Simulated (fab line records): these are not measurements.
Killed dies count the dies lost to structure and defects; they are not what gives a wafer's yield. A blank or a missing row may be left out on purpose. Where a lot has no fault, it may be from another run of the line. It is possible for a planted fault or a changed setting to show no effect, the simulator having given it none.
Code-filled problem report in 8D (eight disciplines) form / flow nand harc / the parts of the form that need people (team, actions taken, sign-off) are left out

1. THE PROBLEM
At NHARC_A_BLC_CD_MEAS_10, cd nm averages 88.0 nm over 6 wafers from 2 lots, while fault-free wafers read 99.9 nm, standard deviation 0.49. Measured from the usual mean, that is -24 standard deviations.
The step: target cd 100 nm.
Seen first at day 30 04:04 on cd sem-01, wafer L831.4. Wafers with a number at this step in the record: 36, from 12 lots. By rule, "out" or "out of limits" means more than 4 standard deviations away from the usual mean. The other wafers with a number count as sound.

2. WHAT IT IS AND WHAT IT IS NOT
question=which readings at this step | is=cd nm | is not=-
question=which lots | is=L831, L835 | is not=L815, L818, L819, L820, L821, L824, L826, L827, L837, L838
question=which wafers of those lots | is=all that have a number | is not=-
question=read on which gauges | is=cd sem-01 | is not=cd sem-02, cd sem-03
question=when | is=from day 30 04:04 | is not=up to then (24 sound wafers); but 6 sound wafers of L837, L838 came after

3. WHAT RULES OUT EACH SUSPECT
Counting: a tool at any process step up to the reading remains a suspect when it ran all the lots that are out and ran no sound lot after the first of those.
- ruled out: the gauge at NHARC_A_BLC_CD_MEAS_10. All the wafers that are out were read on cd sem-01, but those of them that NHARC_A_BLC_PEB_08 has rows for are out there too, on other tools.
- rie diel-12 at NHARC_A_CONTACT_STRIP_26 (strips in O2): ruled out as a lasting fault. After its first lot that is out, L831 (day 30 03:10), sound lots L837, L838 ran on it. Because NHARC_A_CONTACT_STRIP_26 lacks a start for some lots, the hours and order of its lots are taken from NHARC_A_CONTACT_CMP_20.
- litho track-06 at NHARC_A_BLC_PEB_08 (peb time 65 s): kept. It ran every lot that is out, first L831 (day 30 03:58), and no sound lot after that; its last sound lot up to then is L827 (day 27 19:02). On those wafers its own readings are out: heater power total W.
The count leaves litho track-06 at NHARC_A_BLC_PEB_08.

4. THE CAUSE (what the simulator had put in)
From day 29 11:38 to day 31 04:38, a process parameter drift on litho track-06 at NHARC_A_BLC_PEB_08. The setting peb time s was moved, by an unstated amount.
Only this tool survived the counting.

5. THE CHAIN OF EFFECTS, in route order
Each row: a reading whose mean over the struck wafers that have a number lies more than 3 standard deviations from the usual. Scope: only readings with a usual standard deviation given in the record; hours: median across lots of the time from each lot's start at the first step in this table that gives one to its start at this step; sigmas: change in usual standard deviations.
hours=0; step=NHARC_A_BLC_PEB_08; reading=heater power total W; usual=156.6 W; on struck wafers=186.8; change=+30.2; sigmas=+70
hours=0; step=NHARC_A_BLC_CD_MEAS_10; reading=cd nm; usual=99.9 nm; on struck wafers=88.0; change=-12.0; sigmas=-24
It contains these process steps:
- NHARC_A_BLC_PEB_08: peb time 65 s.
Later steps that measure or inspect, where all struck wafers having a row at the step show a number for every such reading and not one has moved that far: NHARC_END_SORT_01.

6. HOW IT WOULD HAVE BEEN CAUGHT EARLIER
The first out-of-limits reading at a measuring or inspecting step in this record came at day 30 04:04, 16 hours after the fault's start at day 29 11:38.
The tool's own readings at NHARC_A_BLC_PEB_08 were out on every struck wafer that the step has a row for (heater power total W): an alarm limit on them would have fired on the first of those.
Among the 2 lots that are out, L835 began NHARC_A_BLC_PEB_08 on litho track-06 after day 30 04:04. A tool hold placed at that time would have kept it from harm.
